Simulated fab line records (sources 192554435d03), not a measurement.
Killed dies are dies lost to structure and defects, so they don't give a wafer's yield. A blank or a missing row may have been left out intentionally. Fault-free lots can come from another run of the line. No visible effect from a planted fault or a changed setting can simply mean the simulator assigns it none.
One fault through the eyes of 2 desks :: flow n5 finfet :: what lay behind the numbers comes last; until then each desk has only its own

THE METROLOGY DESK
Lot by lot, what the gauges showed, no matter which tool ran the lot: averages of those sampled wafers that carry a number. The brackets show how far a lot's mean lies from the usual mean; more than 4 standard deviations puts the lot out of limits, marked OUT. It has 12 readings; the 7 that lie furthest out on some lot are the ones shown.
Columns: A = M1_RS at N5_BEOL_M1_RS_MEAS_58, usual 0.67 ohm/sq; B = M2_ILD_THK at N5_BEOL_M2_THK_MEAS_01, usual 79.5 nm; C = DIBL_P at N5_BEOL_M4_RC_MEAS_101, usual 36.0 mV/V; D = IOFF_N at N5_BEOL_M4_RC_MEAS_101, usual 0.151 nA/um; E = ION_N at N5_BEOL_M4_RC_MEAS_101, usual 673 uA/um; F = SS_N at N5_BEOL_M4_RC_MEAS_101, usual 71.5 mV/dec; G = VT_N at N5_BEOL_M4_RC_MEAS_101, usual 251 mV
lot: L614
first seen here: day 6 13:44
A: 0.68
B: 79.2
C: 36.2
D: 0.143
E: 669
F: 71.4
G: 253

lot: L616
first seen here: day 7 07:04
A: 0.68
B: 78.9
C: 34.8
D: 0.129
E: 659
F: 71.4
G: 255

lot: L619
first seen here: day 7 19:55
A: 0.70
B: 79.6
C: 35.5
D: 0.141
E: 674
F: 71.1
G: 253

lot: L617
first seen here: day 7 20:05
A: 0.65
B: 80.2
C: 36.0
D: 0.162
E: 682
F: 71.3
G: 249

lot: L621
first seen here: day 8 08:59
A: 0.62
B: 80.0
C: 37.8
D: 0.168
E: 680
F: 72.4
G: 250

lot: L622
first seen here: day 8 13:31
A: 0.69
B: 80.0
C: 34.3
D: 0.123
E: 663
F: 71.6
G: 253

lot: L625
first seen here: day 9 04:49
A: 0.67
B: 79.2
C: 37.1
D: 0.149
E: 672
F: 71.3
G: 252

lot: L631
first seen here: day 11 03:45
A: 0.65
B: 79.9
C: 33.5
D: 0.125
E: 668
F: 70.7
G: 254

lot: L634
first seen here: day 11 18:08
A: 0.67
B: 81.1
C: 38.5
D: 0.198
E: 698
F: 72.6
G: 245

lot: L636
first seen here: day 12 06:01
A: 0.67
B: 82.5
C: 37.9
D: 0.168
E: 674
F: 71.8
G: 250
Result from this desk: across the 10 lots, nothing is out of limits.

TOOL OWNER'S DESK, pecvd-03
The tool's own readings at N5_BEOL_M2_ILD_DEP_00 (deposits SiOC from DEMS/O2, target thk 79 nm, time 15.3 s): means of the sampled wafers that have a number, for each lot that ran on this tool. The brackets show how far a lot's mean lies from the usual mean; more than 4 standard deviations puts the lot out of limits, marked OUT.
Columns: A = heater power w at N5_BEOL_M2_ILD_DEP_00, usual 466 W; B = showerhead plenum p Torr at N5_BEOL_M2_ILD_DEP_00, usual 5.694 Torr; C = throttle valve pct at N5_BEOL_M2_ILD_DEP_00, usual 11.9 %
lot: L619
first seen here: day 7 19:58
A: 441
B: 5.706
C: 11.8

lot: L617
first seen here: day 7 20:10
A: 451
B: 5.700
C: 12.5

lot: L622
first seen here: day 8 13:35
A: 456
B: 5.693
C: 12.2

lot: L631
first seen here: day 11 03:49
A: 428
B: 5.690
C: 12.7

lot: L634
first seen here: day 11 18:12
A: 478
B: 5.681
C: 11.4

lot: L636
first seen here: day 12 06:05
A: 426
B: 5.713
C: 11.7
Result from this desk: across the 6 lots, nothing is out of limits.

BROUGHT TOGETHER
Nothing out of limits was seen by the metrology desk.
The tool owner's desk saw nothing out of limits.

WHAT THE SIMULATOR HAD INSERTED
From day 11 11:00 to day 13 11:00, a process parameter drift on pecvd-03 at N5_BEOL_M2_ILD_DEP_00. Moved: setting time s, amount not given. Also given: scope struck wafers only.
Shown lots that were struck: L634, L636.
